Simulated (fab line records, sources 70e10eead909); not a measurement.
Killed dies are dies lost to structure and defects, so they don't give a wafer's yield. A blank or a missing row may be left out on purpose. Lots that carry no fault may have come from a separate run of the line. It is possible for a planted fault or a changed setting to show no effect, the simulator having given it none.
Struck lot and sound lot, side by side	flow nand_harc	14 out of 1159 route steps
Sound: these wafers, L686.2, L686.3, L686.4. Wafers L690.2, L690.3, L690.5 were the ones struck. At the end, the cause is stated.
Each step with rows lists, per side, the tool, then ch with its chambers, then its first start. Under that, the readings that differ: sound wafers	struck wafers	difference of the means	sigmas: that difference in standard deviations of wafers without a fault.
alike: words and numbers the same on both sides, and readings whose means are apart by under 2 such deviations; not compared: readings that were withheld, readings missing a value for some wafer, numbers with overlapping values and no deviation given by the record, and bounds like >300 which may hide the same value.
The two part at a step that has a row with sigmas, a row that says differs or no value, or rows on one side only. When numbers do not overlap yet have no deviation, they are printed without sigmas and do not part them. Lack of a reading on every wafer of one side parts them only where that side has two or more wafers.

NHARC_A_M0_PRE_CLEAN_29: time 30 s.
  sound on pvd_sputter-02; struck on pvd_sputter-01
  alike: heater_power_w
then, 1 step without rows for these wafers: NHARC_A_M0_PVD_20 (deposits TaN, target thk 5 nm, time 8.06 s).
NHARC_A_M0_PVD_21: deposits Cu, target thk 30 nm, time 20.49 s.
  sound on pvd_sputter-02; struck on pvd_sputter-01
  alike: throttle_valve_pct
then, 1 step without rows for these wafers: NHARC_A_M0_ECD_22 (material Cu, target thk 400 nm).
NHARC_A_M0_ANNEAL_30: time 90 s.
  sound on rtp_anneal-01 ch 0, day 18 07:35; struck on rtp_anneal-02 ch 0, day 19 05:18
  alike: anneal_temp_c_max, wafer_temp_C_max
NHARC_A_M0_CMP_23: polishes, t overpolish 20 s, target thk 113.75 nm.
  sound on cmp-02 ch 0,2,3, day 18 07:53; struck on cmp-04 ch 0,2, day 19 05:38
reading	sound	struck	difference	sigmas
motor_current_A (A)	9.4 11.0 11.2	13.8 12.1 13.5	+2.6	+2
  alike: retaining_ring_pressure_frac, time_to_endpoint_s
NHARC_A_M0_THK_MEAS_24: measures by xrf.
  struck on film_metro-01, day 19 05:55; sound on film_metro-01, day 18 08:12
  alike: thk_nm
following that, these wafers have no rows for 1 step: NHARC_A_M0_SRD_25.
NHARC_A_M0_INSPECT_27:
  struck on defect_inspect-02, day 19 06:05; sound on defect_inspect-02, day 18 08:22
  alike: raw_defect_count
then, 1 step without rows for these wafers: NHARC_A_M0_PRE_CLEAN_31 (time 12 s).
NHARC_A_M0_DEP_32: deposits SiCN, target thk 30 nm.
  sound on pecvd-03 ch 0,1, day 18 08:33; struck on pecvd-03 ch 0,1,2, day 19 06:16
  alike: chamber_pressure_Torr, heater_power_outer_w, heater_power_w
NHARC_A_M1_DEP_00: deposits SiOC, target thk 182.5 nm.
  sound on pecvd-01 ch 0,1, day 18 08:58; struck on pecvd-03 ch 0,1, day 19 06:40
  no value came back on the struck wafers for chamber_pressure_Torr (Torr), rf_fwd_power_W (W); on the sound wafers chamber_pressure_Torr (Torr) reads 4.996 5.003 5.013
then, 1 step without rows for these wafers: NHARC_A_M1_DEHYDRATE_01 (time 120 s).
NHARC_END_SORT_01:
  the record has rows for the struck wafers here (prober-02 ch 0, day 20 22:19) and none for the sound ones

WHERE THEY PART
Earliest at NHARC_A_M0_CMP_23; latest, in this record, at NHARC_END_SORT_01.

WHY: what had been put in by the simulator
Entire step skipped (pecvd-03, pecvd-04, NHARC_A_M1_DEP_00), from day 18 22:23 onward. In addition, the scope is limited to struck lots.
